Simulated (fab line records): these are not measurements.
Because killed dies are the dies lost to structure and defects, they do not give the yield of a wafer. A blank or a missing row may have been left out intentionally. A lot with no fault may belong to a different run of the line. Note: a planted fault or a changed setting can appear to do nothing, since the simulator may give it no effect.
fab line records -- flow n5Finfet
record: lots: 10, wafers: 30, lastDay: 17
route steps=1938 shown BEOL_M15@1789 PASSIVATION@1936
lots untouched by any fault: they come from a run of this same line in which no faults occurred
startH: start of the lot's first displayed wafer, in hours after the record's first day -- waitH: hours from the lot's prior step to this one -- " the same as in the row above -- L1.1+2: a row that stands for several wafers -- - value missing, or start not given -- * or withheld: withheld -- < > ~ a bound
route shown NAME@n: names a module that has steps shown in the file, with the first one's number in the route -- usual: mean/standard deviation taken from wafers without a fault -- same: alike in all rows -- chamber/n: place in a boat -- sites: the reading at each site -- _std_site: the standard deviation of these -- _edge_site: the outer-site mean with the inner-site mean subtracted -- radiusMm: for every site, how far away it sits from the centre of the wafer -- mask NAME#n: copy n -- behind: the last tool/chamber to shape the wafer -- hold: what put the lot on hold/how long, in hours/how the hold closed -- device: names the non-switching transistor (n, p or np) -- end of line: the same wafers' tests at the end of the route -- step lacking rows: just its recipe -- killed: dies lost to structure and defects at the first sort, not the wafer's yield -- map: a wafer's dies, x killed, . not, _ none there
set.NAME: the setting the step ran with; set.NAME@STEP: the setting that earlier step ran with -- model.NAME: the simulator's own value behind a step, which no gauge read
one table for each step of the route and one row for each wafer, over a sample of lots
services: the hour from which a tool's chamber was out of use, counted from the record's first day as startH (under 0 if before that day), plus the number of hours and why
== steps ==
step: N5_BEOL_M15_STRIP_63
recipe: chemistry: O2, powerW: 600, tempC: 60, pressureMtorr: 30, rfFrequencyHz: 6e+07, biasPowerW: 0, overashFraction: 0.3, o2FlowSccm: 225
usual: chamberPressureMTorr: 30.00/0.041, drypumpMotorCurrentA: 5.85/0.22, oesProductAu: 0.80/0.094, rfVppV: 3.6/0.66, showerheadPlenumPTorr: 2.10/0.086, throttleValvePct: 16.73/0.26
lot.wafer,tool,chamber,startH,waitH,chamberPressureMTorr,drypumpMotorCurrentA,oesProductAu,rfHoursCounterH,rfVppV,showerheadPlenumPTorr,throttleValvePct
L876.1,rieDiel-05,3,-,-,29.99,5.99,0.74,174,4.6,2.00,16.89
L876.2,rieDiel-05,2,-,-,29.97,5.80,0.86,79,3.6,2.22,16.83
L876.4,rieDiel-05,1,-,-,30.00,5.67,0.99,4,4.1,2.07,16.38
L878.2,rieDiel-05,0,-,-,29.99,5.81,0.97,0,4.0,2.06,16.70
L878.3,rieDiel-05,3,-,-,30.03,5.99,0.72,180,4.1,2.00,16.88
L878.4,rieDiel-05,1,-,-,29.98,5.66,0.96,11,3.5,2.07,16.36
L881.2,rieDiel-05,1,-,-,30.04,5.67,0.94,15,3.7,2.07,16.39
L881.4,rieDiel-05,0,-,-,29.94,5.81,0.95,4,3.8,2.06,16.68
L881.5,rieDiel-05,1,-,-,30.01,5.67,0.94,-,3.0,2.07,16.39
L884.2,rieDiel-03,1,-,-,30.05,5.62,0.72,207,2.9,2.00,16.90
L884.4,rieDiel-03,0,-,-,29.99,6.26,0.71,213,3.5,2.08,17.05
L884.6,rieDiel-03,0,-,-,29.99,6.30,0.71,-,3.9,2.08,17.06
L890.1,rieDiel-05,2,-,-,30.01,5.82,0.82,103,3.0,2.22,16.88
L890.3,rieDiel-05,1,-,-,30.02,5.68,0.91,27,3.9,2.06,16.40
L890.4,rieDiel-05,0,-,-,30.00,5.81,0.90,18,3.0,2.06,16.74
L893.1,rieDiel-05,1,-,-,29.95,5.65,0.90,39,4.0,2.06,16.44
L893.2,rieDiel-05,3,-,-,29.97,6.00,0.71,208,1.9,1.99,16.94
L893.5,rieDiel-05,2,-,-,29.96,5.81,0.81,-,3.7,2.21,16.88
L896.1,rieDiel-03,3,-,-,30.02,5.78,0.85,54,5.0,2.22,16.43
L896.2,rieDiel-03,0,-,-,29.96,6.27,0.68,239,4.4,2.07,17.09
L896.3,rieDiel-03,1,-,-,30.02,5.56,0.71,230,3.4,1.99,16.91
L895.2,rieDiel-04,0,-,-,29.94,5.58,0.70,224,3.8,1.98,16.74
L895.3,rieDiel-04,2,-,-,30.01,5.63,0.80,61,3.4,2.21,16.40
L895.6,rieDiel-04,1,-,-,29.96,6.03,0.79,-,3.4,2.02,16.52
L897.1,rieDiel-04,1,-,-,30.04,6.01,0.81,136,4.1,2.02,16.53
L897.4,rieDiel-04,3,-,-,29.97,6.19,0.70,239,3.5,2.06,17.03
L897.5,rieDiel-04,3,-,-,30.00,6.22,0.70,-,3.3,2.06,17.05
L898.2,rieDiel-05,1,-,-,30.01,5.67,0.89,45,4.3,2.06,16.41
L898.4,rieDiel-05,3,-,-,30.03,6.00,0.70,213,4.5,1.99,16.97
L898.5,rieDiel-05,3,-,-,30.02,5.99,0.69,-,3.7,1.99,16.98
step: N5_BEOL_M15_ETCH_57
recipe: chemistry: N2/H2, target: SOC, sourceW: 3000, biasW: 350, timeS: 750, ionEnergyEv: 200, pressureMtorr: 30, n2FlowSccm: 200, h2FlowSccm: 200
usual: drypumpMotorCurrentA: 5.84/0.23, oesProductAu: 0.78/0.085, rfVppV: 523.8/3, showerheadPlenumPTorr: 2.55/0.1, throttleValvePct: 17.88/0.26
lot.wafer,tool,chamber,startH,waitH,drypumpMotorCurrentA,oesProductAu,rfHoursCounterH,rfVppV,showerheadPlenumPTorr,throttleValvePct
L876.1,rieDiel-03,2,246.12,-,5.70,0.74,174,526.7,2.62,17.87
L876.2,rieDiel-03,1,246.12,-,5.58,0.74,195,519.2,2.43,18.13
L876.4,rieDiel-03,0,246.12,-,6.30,0.72,200,521.7,2.52,18.10
L878.2,rieDiel-05,2,265.09,-,5.82,0.84,86,527.3,2.69,17.98
L878.3,rieDiel-05,3,265.09,-,5.99,0.72,180,520.2,2.42,17.86
L878.4,rieDiel-05,0,265.09,-,5.81,0.99,0,522.9,2.50,17.79
L881.2,rieDiel-03,3,273.51,-,5.81,0.90,26,526.2,2.70,17.45
L881.4,rieDiel-03,1,273.51,-,5.56,0.71,204,521.2,2.43,18.12
L881.5,rieDiel-03,2,273.51,-,5.72,0.73,-,526.7,2.62,17.89
L884.2,rieDiel-03,3,283.98,-,5.78,0.90,29,527.0,2.70,17.46
L884.4,rieDiel-03,0,283.98,-,6.26,0.71,213,522.5,2.51,18.12
L884.6,rieDiel-03,0,283.98,-,6.27,0.70,-,523.3,2.51,18.12
L890.1,rieDiel-03,0,335.62,-,6.26,0.69,230,522.8,2.51,18.16
L890.3,rieDiel-03,1,335.62,-,5.59,0.71,221,520.2,2.42,18.16
L890.4,rieDiel-03,2,335.62,-,5.74,0.72,202,525.7,2.61,17.91
L893.1,rieDiel-03,1,365.54,-,5.58,0.71,229,520.2,2.42,18.17
L893.2,rieDiel-03,2,365.54,-,5.74,0.71,210,527.9,2.61,17.91
L893.5,rieDiel-03,2,365.54,-,5.72,0.71,-,525.7,2.61,17.93
L896.1,rieDiel-05,3,369.36,-,6.00,0.70,209,519.9,2.41,17.91
L896.2,rieDiel-05,2,369.36,-,5.80,0.80,116,526.1,2.67,18.04
L896.3,rieDiel-05,0,369.36,-,5.82,0.90,26,522.3,2.49,17.83
L895.2,rieDiel-03,1,381.07,-,5.60,0.70,233,519.8,2.42,18.16
L895.3,rieDiel-03,2,381.07,-,5.72,0.71,214,525.8,2.60,17.92
L895.6,rieDiel-03,2,381.07,-,5.73,0.71,-,526.9,2.60,17.93
L897.1,rieDiel-03,2,384.22,-,5.71,0.71,215,526.7,2.60,17.95
L897.4,rieDiel-03,0,384.22,-,6.24,0.68,243,523.0,2.50,18.19
L897.5,rieDiel-03,0,384.22,-,6.26,0.69,-,523.6,2.50,18.19
L898.2,rieDiel-05,3,387.02,-,6.01,0.70,213,520.0,2.41,17.94
L898.4,rieDiel-05,2,387.02,-,5.80,0.81,120,528.7,2.67,18.02
L898.5,rieDiel-05,2,387.02,-,5.81,0.81,-,528.2,2.67,18.03
step: N5_BEOL_M15_ETCH_61
recipe: chemistry: N2/H2, target: BARC, targetDepthA: 890, overetchA: 267, timeS: 67.9, ionEnergyEv: 200, pressureMtorr: 30, sourceW: 840, biasW: 150, n2FlowSccm: 200, h2FlowSccm: 200
usual: drypumpMotorCurrentA: 5.85/0.26, oesProductAu: 0.66/0.068, rfVppV: 523.7/2.9, showerheadPlenumPTorr: 2.54/0.1, throttleValvePct: 17.95/0.28
lot.wafer,tool,chamber,startH,waitH,drypumpMotorCurrentA,oesProductAu,rfHoursCounterH,rfVppV,showerheadPlenumPTorr,throttleValvePct
L876.1,rieDiel-05,2,247.14,0.0,5.82,0.70,79,528.8,2.69,18.09
L876.2,rieDiel-05,1,247.14,0.0,5.67,0.83,5,522.8,2.50,17.60
L876.4,rieDiel-05,0,247.14,0.0,5.82,0.58,249,522.0,2.50,18.35
L878.2,rieDiel-04,2,266.16,0.0,5.61,0.74,23,528.3,2.70,17.50
L878.3,rieDiel-04,3,266.16,0.0,6.23,0.62,202,521.6,2.53,18.26
L878.4,rieDiel-04,1,266.16,0.0,6.04,0.69,-,521.7,2.47,17.75
L881.2,rieDiel-04,3,274.74,0.0,6.21,0.62,205,523.7,2.53,18.23
L881.4,rieDiel-04,2,274.74,0.0,5.63,0.75,26,526.9,2.70,17.51
L881.5,rieDiel-04,3,274.74,0.0,6.22,0.61,-,523.5,2.53,18.24
L884.2,rieDiel-05,2,284.88,0.0,5.80,0.70,92,528.2,2.69,18.10
L884.4,rieDiel-05,0,284.88,0.0,5.82,0.80,6,522.1,2.50,17.89
L884.6,rieDiel-05,1,284.88,0.0,5.68,0.79,-,523.3,2.49,17.62
L890.1,rieDiel-04,3,336.53,0.0,6.21,0.61,223,522.3,2.52,18.25
L890.3,rieDiel-04,1,336.53,0.0,5.99,0.68,120,521.5,2.46,17.78
L890.4,rieDiel-04,3,336.53,0.0,6.20,0.61,-,521.7,2.52,18.27
L893.1,rieDiel-03,1,366.44,0.0,5.61,0.61,230,520.5,2.42,18.28
L893.2,rieDiel-03,0,366.44,0.0,6.28,0.59,239,522.9,2.50,18.29
L893.5,rieDiel-03,0,366.44,0.0,6.27,0.59,-,521.2,2.50,18.28
L896.1,rieDiel-03,3,370.25,0.0,5.81,0.73,54,526.0,2.69,17.61
L896.2,rieDiel-03,1,370.25,0.0,5.55,0.60,231,520.5,2.42,18.29
L896.3,rieDiel-03,0,370.25,0.0,6.27,0.58,240,522.2,2.50,18.30
L895.2,rieDiel-05,1,381.98,0.0,5.69,0.75,44,521.7,2.48,17.68
L895.3,rieDiel-05,0,381.98,0.0,5.82,0.75,30,522.7,2.49,17.94
L895.6,rieDiel-05,0,381.98,0.0,5.81,0.74,-,522.8,2.49,17.96
L897.1,rieDiel-03,2,385.24,0.0,5.72,0.61,215,525.7,2.60,18.03
L897.4,rieDiel-03,0,385.24,0.0,6.27,0.58,243,524.0,2.50,18.31
L897.5,rieDiel-03,1,385.24,0.0,5.59,0.60,-,521.2,2.42,18.29
L898.2,rieDiel-03,1,387.94,0.0,5.60,0.60,235,520.3,2.42,18.29
L898.4,rieDiel-03,0,387.94,0.0,6.27,0.59,244,522.3,2.50,18.30
L898.5,rieDiel-03,0,387.94,0.0,6.24,0.58,-,524.4,2.50,18.30
step: N5_BEOL_M15_STRIP_37
recipe: chemistry: O2, powerW: 600, tempC: 60, pressureMtorr: 30, rfFrequencyHz: 6e+07, biasPowerW: 0, overashFraction: 0.3, o2FlowSccm: 225
usual: chamberPressureMTorr: 30.00/0.034, drypumpMotorCurrentA: 5.85/0.23, oesProductAu: 0.78/0.085, rfVppV: 3.6/0.66, showerheadPlenumPTorr: 2.10/0.09, throttleValvePct: 16.78/0.24
lot.wafer,tool,chamber,startH,waitH,chamberPressureMTorr,drypumpMotorCurrentA,oesProductAu,rfHoursCounterH,rfVppV,showerheadPlenumPTorr,throttleValvePct
L876.1,rieDiel-04,0,247.51,-,30.00,5.53,0.72,207,2.4,1.98,16.75
L876.2,rieDiel-04,2,247.51,-,30.08,5.57,0.89,16,2.5,2.22,16.31
L876.4,rieDiel-04,1,247.51,-,29.96,5.99,0.83,97,3.2,2.03,16.43
L878.2,rieDiel-04,0,268.86,-,29.98,5.49,0.71,207,4.0,1.98,16.73
L878.3,rieDiel-04,3,268.86,-,29.97,6.21,0.73,203,4.1,2.07,16.98
L878.4,rieDiel-04,2,268.86,-,30.00,5.58,0.86,25,3.1,2.22,16.33
L881.2,rieDiel-03,3,275.13,-,39.00,5.79,0.90,26,4.6,2.23,16.40
L881.4,rieDiel-03,1,275.13,-,39.03,5.62,0.72,205,3.8,2.00,16.85
L881.5,rieDiel-03,3,275.13,-,38.99,5.77,0.90,-,3.4,2.23,16.39
L884.2,rieDiel-03,0,285.24,-,39.00,6.27,0.71,214,4.1,2.08,17.03
L884.4,rieDiel-03,3,285.24,-,39.01,5.79,0.91,30,3.6,2.23,16.39
L884.6,rieDiel-03,3,285.24,-,38.99,5.78,0.90,-,4.3,2.23,16.40
L890.1,rieDiel-05,3,338.32,-,29.96,5.98,0.71,198,3.8,1.99,16.95
L890.3,rieDiel-05,0,338.32,-,30.04,5.80,0.90,19,3.3,2.06,16.71
L890.4,rieDiel-05,2,338.32,-,30.00,5.84,0.82,104,2.9,2.22,16.86
L893.1,rieDiel-03,2,375.46,-,29.94,5.70,0.72,213,4.5,2.17,16.98
L893.2,rieDiel-03,1,375.46,-,30.03,5.57,0.71,232,4.1,1.99,16.91
L893.5,rieDiel-03,2,375.46,-,29.97,5.73,0.73,-,4.2,2.17,16.95
L896.1,rieDiel-04,3,376.97,-,29.97,6.21,0.71,238,3.4,2.06,17.08
L896.2,rieDiel-04,2,376.97,-,30.04,5.61,0.82,60,3.6,2.21,16.38
L896.3,rieDiel-04,1,376.97,-,30.07,5.99,0.81,135,3.3,2.02,16.52
L895.2,rieDiel-05,3,383.88,-,29.99,6.01,0.70,212,3.3,1.99,16.97
L895.3,rieDiel-05,0,383.88,-,30.02,5.82,0.88,31,4.1,2.05,16.74
L895.6,rieDiel-05,3,383.88,-,30.00,6.01,0.69,-,3.4,1.99,16.99
L897.1,rieDiel-03,3,387.09,-,30.00,5.80,0.85,58,3.0,2.22,16.47
L897.4,rieDiel-03,2,387.09,-,29.95,5.73,0.72,216,4.1,2.17,16.96
L897.5,rieDiel-03,1,387.09,-,30.04,5.56,0.71,-,3.2,1.99,16.92
L898.2,rieDiel-03,0,391.95,-,29.99,6.27,0.68,245,4.3,2.07,17.10
L898.4,rieDiel-03,3,391.95,-,30.02,5.81,0.86,59,3.2,2.22,16.44
L898.5,rieDiel-03,3,391.95,-,30.04,5.80,0.85,-,3.0,2.22,16.46
step: N5_PASSIVATION_PROBE_49
usual: defectLimitedYield: 91.0/1.5, killed_at_M0_to_M3: 34/11, killed_at_M4_up: 14/5.3, killedAtContacts: 13/7, killedAtFrontEnd: 41/13, killedAtOther: 4/3.1, killedDies: 106/17, killedOnRim: 14/3.9, killedOpen: 70/12, killedShort: 35/8, sort_bin_5_function: 5.2/0.98, sort_bin_6_memory: 3.4/0.69, sortNPass: 1074/17, sortYieldPct: 91.0/1.5
same: grossDies: 1180, killedAtBackSide: 0, sort_bin_4_leakage[%]: 0, sort_bin_8_speed[%]: 0
lot.wafer,tool,chamber,startH,waitH,defectLimitedYield[%],killed_at_M0_to_M3,killed_at_M4_up,killedAtContacts,killedAtFrontEnd,killedAtOther,killedDies,killedOnRim,killedOpen,killedShort,sort_bin_5_function[%],sort_bin_6_memory[%],sortNPass,sortYieldPct[%]
L876.1,prober-02,-,267.14,0.0,91.6,23,15,28,30,3,99,15,72,26,4.9,3.2,1081,91.6
L876.2,prober-02,-,267.19,0.1,94.4,14,17,6,26,3,66,9,50,15,3.3,2.3,1114,94.4
L876.4,prober-02,-,267.29,0.2,92.7,37,7,21,19,2,86,10,62,23,4.4,2.5,1094,92.7
L881.4,prober-01,-,292.88,0.2,91.8,37,16,10,32,2,97,10,63,34,4.4,3.4,1083,91.8
L881.5,prober-01,-,292.93,0.2,90.5,42,28,9,29,4,112,17,72,39,5.1,4.1,1068,90.5
L884.2,prober-01,-,302.56,0.1,91.1,36,23,17,26,3,105,15,77,28,5.4,3.4,1075,91.1
L884.4,prober-01,-,302.66,0.2,91.0,50,20,9,25,2,106,8,58,46,5.3,3.1,1074,91.0
L884.6,prober-01,-,302.76,0.3,90.8,34,22,11,40,1,108,15,71,37,4.9,4.0,1072,90.8
L890.1,prober-01,-,353.06,0.0,91.1,28,16,33,27,1,105,17,77,25,4.8,3.7,1075,91.1
L890.3,prober-01,-,353.16,0.1,91.7,24,32,8,29,5,98,18,59,31,4.6,3.1,1082,91.7
L890.4,prober-01,-,353.21,0.2,88.9,38,26,9,58,0,131,19,88,41,6.9,3.8,1049,88.9
killed by level:class
L876.1 MOL_CONTACT_COAG:geometricParticle:open=23 FIN_SAQP:geometricParticle:open=8 BEOL_M4:geometricParticle:open=8 BEOL_M1:geometricParticle:open=6 MOL_CONTACT_COAG:geometricParticle:short=5 GATE_CUT:geometricParticle:short=4 BEOL_M0_SAQP:geometricParticle:short=4 BEOL_M2:geometricParticle:open=4
L876.2 BEOL_M4:geometricParticle:open=10 STI_FIN_REVEAL:geometricParticle:open=9 FIN_SAQP:geometricParticle:open=6 BEOL_M0_SAQP:geometricParticle:open=6 FIN_SAQP:geometricParticle:short=4 MOL_CONTACT_COAG:geometricParticle:open=4 BEOL_M0_SAQP:geometricParticle:short=3 DUMMY_GATE:geometricParticle:open=2
L876.4 MOL_CONTACT_COAG:geometricParticle:open=19 BEOL_M0_SAQP:geometricParticle:open=15 BEOL_M2:geometricParticle:open=8 FIN_SAQP:geometricParticle:short=6 BEOL_M0_SAQP:geometricParticle:short=6 FIN_SAQP:geometricParticle:open=5 BEOL_M3:geometricParticle:open=3 BEOL_M4:geometricParticle:open=3
L881.4 BEOL_M0_SAQP:geometricParticle:open=9 MOL_CONTACT_COAG:geometricParticle:open=8 BEOL_M4:geometricParticle:open=8 FIN_SAQP:geometricParticle:short=6 STI_FIN_REVEAL:geometricParticle:open=6 BEOL_M3:geometricParticle:open=6 FIN_SAQP:geometricParticle:open=5 GATE_CUT:geometricParticle:short=5
L881.5 BEOL_M4:geometricParticle:open=20 BEOL_M3:geometricParticle:open=19 BEOL_M3:geometricParticle:short=12 FIN_SAQP:geometricParticle:short=9 MOL_CONTACT_COAG:geometricParticle:open=6 BEOL_M1:geometricParticle:open=4 GATE_CUT:geometricParticle:open=3 GATE_CUT:geometricParticle:short=3
L884.2 MOL_CONTACT_COAG:geometricParticle:open=15 BEOL_M3:geometricParticle:open=10 BEOL_M1:geometricParticle:open=8 BEOL_M0_SAQP:geometricParticle:open=7 FIN_SAQP:geometricParticle:open=6 GATE_CUT:geometricParticle:short=6 BEOL_M4:geometricParticle:open=6 STARTING-WAFER:geometricParticle:short=5
L884.4 BEOL_M0_SAQP:geometricParticle:short=20 BEOL_M0_SAQP:geometricParticle:open=11 MOL_CONTACT_COAG:geometricParticle:open=8 BEOL_M3:geometricParticle:open=7 FIN_SAQP:geometricParticle:short=6 BEOL_M1:geometricParticle:open=6 STI_FIN_REVEAL:geometricParticle:open=5 BEOL_M4:geometricParticle:short=5
L884.6 FIN_SAQP:geometricParticle:open=18 BEOL_M0_SAQP:geometricParticle:short=15 BEOL_M5:geometricParticle:open=9 MOL_CONTACT_COAG:geometricParticle:open=6 BEOL_M0_SAQP:geometricParticle:open=6 STI_FIN_REVEAL:geometricParticle:open=5 MOL_CONTACT_COAG:geometricParticle:short=5 BEOL_M1:geometricParticle:open=4
L890.1 MOL_CONTACT_COAG:geometricParticle:open=27 BEOL_M4:geometricParticle:open=11 BEOL_M2:geometricParticle:open=8 BEOL_M1:geometricParticle:open=6 MOL_CONTACT_COAG:geometricParticle:short=6 BEOL_M3:geometricParticle:open=6 ILD0:geometricParticle:short=5 BEOL_M0_SAQP:geometricParticle:open=4
L890.3 BEOL_M4:geometricParticle:open=19 FIN_SAQP:geometricParticle:open=10 MOL_CONTACT_COAG:geometricParticle:open=6 BEOL_M4:geometricParticle:short=5 HKMG_FIN:areaEtch=5 BEOL_M0_SAQP:geometricParticle:short=4 BEOL_M0_SAQP:geometricParticle:open=4 BEOL_M2:geometricParticle:short=4
L890.4 FIN_SAQP:geometricParticle:open=20 BEOL_M4:geometricParticle:open=13 STI_FIN_REVEAL:geometricParticle:open=9 MOL_CONTACT_COAG:geometricParticle:open=8 BEOL_M0:geometricParticle:short=7 BEOL_M2:geometricParticle:open=7 FIN_SAQP:geometricParticle:short=6 DUMMY_GATE:geometricParticle:open=6
== services ==
tool,chamber,startH,hours,kind
rieDiel-04,-,234.11,1.7,repair
rieDiel-04,0,248.92,19.3,repair
rieDiel-05,0,250.22,-,clean
rieDiel-05,0,250.22,-,consumableReplace:focusRing
rieDiel-05,0,250.22,13.9,scheduledDown
rieDiel-05,0,250.22,13.9,ventCycle
rieDiel-05,-,261.73,0.6,repair
rieDiel-05,-,266.08,0.8,repair
rieDiel-04,1,276.61,5.4,repair
rieDiel-04,-,281.45,0.4,repair
rieDiel-04,1,283.72,16.7,repair
rieDiel-05,1,290.76,9.6,repair
rieDiel-03,1,318.53,5.0,repair
rieDiel-04,0,325.47,51.5,repair
rieDiel-04,-,336.74,2.8,pm
rieDiel-05,0,345.20,7.0,repair
== key ==
firstSign: step: N5_BEOL_M15_STRIP_37, reading: chamberPressureMTorr, direction: up, sigmas: 99+, usual: *, struck: *
effect none on later readings
metAt N5_BEOL_M15_STRIP_37
struckLots L881,L884
notActingAt N5_BEOL_M15_STRIP_63,N5_BEOL_M15_ETCH_57,N5_BEOL_M15_ETCH_61
fault: kind: processParameterDrift, tool: rieDiel-03, chamber: -, onsetH: 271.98, steps: N5_BEOL_M15_STRIP_37, channel: pressureMtorr, offset: *, shape: step, endH: 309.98, actsIn: *, stated: *
